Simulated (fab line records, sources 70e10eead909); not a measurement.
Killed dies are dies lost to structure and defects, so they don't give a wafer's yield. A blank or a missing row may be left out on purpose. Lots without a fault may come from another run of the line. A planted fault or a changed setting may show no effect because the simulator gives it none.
Chamber matching | flow nand_harc | NHARC_A_CHANNEL_FILL_D1_STRIP_28 on rie_diel-07: 4 sister chambers
The step strips in O2, time 20 s. 20 wafers are shown with their chamber, then 10 later ones without.

WAFERS WITH THEIR CHAMBER
wafer  | chamber | showerhead_plenum_p_Torr (Torr) | drypump_motor_current_A (A) | throttle_valve_pct (%)
L075.1 | 1       | 3.37                            | 6.4                         | 17.037
L075.3 | 0       | 3.78                            | 4.6                         | 17.037
L075.4 | 3       | 3.65                            | 6.4                         | 17.025
L077.1 | 3       | 3.65                            | 6.4                         | 17.029
L077.2 | 2       | 3.63                            | 5.5                         | 17.046
L077.6 | 0       | 3.78                            | 4.6                         | 17.038
L083.1 | 0       | 3.78                            | 4.5                         | 17.019
L083.4 | 3       | 3.65                            | 6.3                         | 17.050
L083.5 | 0       | 3.78                            | 4.6                         | 17.024
L085.3 | 3       | 3.65                            | 6.4                         | 17.040
L085.5 | 3       | 3.65                            | 6.4                         | 17.031
L085.6 | 2       | 3.63                            | 5.5                         | 17.039
L086.2 | 1       | 3.36                            | 6.4                         | 17.046
L086.4 | 0       | 3.78                            | 4.6                         | 17.034
L086.5 | 3       | 3.65                            | 6.4                         | 17.025
L088.4 | 1       | 3.36                            | 6.3                         | 17.022
L088.5 | 3       | 3.64                            | 6.4                         | 17.027
L088.6 | 2       | 3.62                            | 5.5                         | 17.052
L089.4 | 1       | 3.36                            | 6.4                         | 17.029
L089.5 | 3       | 3.64                            | 6.4                         | 17.038

SIGNATURES (means of the wafers above)
reading                  | chamber 0 | chamber 1 | chamber 2 | chamber 3 | scatter within a chamber
showerhead_plenum_p_Torr | 3.7800    | 3.3625    | 3.6267    | 3.6475    | 0.00427
drypump_motor_current_A  | 4.580     | 6.375     | 5.500     | 6.388     | 0.0389
throttle_valve_pct       | 17.03040  | 17.03350  | 17.04567  | 17.03312  | 0.0088
Rule: a wafer's distance from a chamber is the root of the sum, over the readings, of the square of ((its reading less the chamber's mean) divided by the reading's scatter). The wafer belongs to the nearest chamber; if the next one is less than 2 further off, it can't be placed. The scatter: the root of (the sum of the squares of (reading less its chamber's mean) over the shown wafers, divided by (wafers less chambers)).

WAFERS WITHOUT THEIR CHAMBER
wafer  | showerhead_plenum_p_Torr (Torr) | drypump_motor_current_A (A) | throttle_valve_pct (%)
L089.6 | 3.78                            | 4.6                         | 17.027
L091.2 | 3.62                            | 5.5                         | 17.036
L091.3 | 3.64                            | 6.4                         | 17.035
L091.5 | 3.64                            | 6.4                         | 17.043
L092.3 | 3.64                            | 6.3                         | 17.062
L092.5 | 3.62                            | 5.5                         | 17.039
L092.6 | 3.36                            | 6.4                         | 17.030
L095.3 | 3.64                            | 6.4                         | 17.036
L095.5 | 3.36                            | 6.4                         | 17.053
L095.6 | 3.64                            | 6.4                         | 17.043

WHICH CHAMBER EACH WENT THROUGH
wafer  | from the rows above | in truth
L089.6 | 0                   | 0
L091.2 | 2                   | 2
L091.3 | 3                   | 3
L091.5 | 3                   | 3
L092.3 | 3                   | 3
L092.5 | 2                   | 2
L092.6 | 1                   | 1
L095.3 | 3                   | 3
L095.5 | 1                   | 1
L095.6 | 3                   | 3
Placed correctly: 10 of 10. Can't be placed from these rows: 0. Placed wrongly: 0.
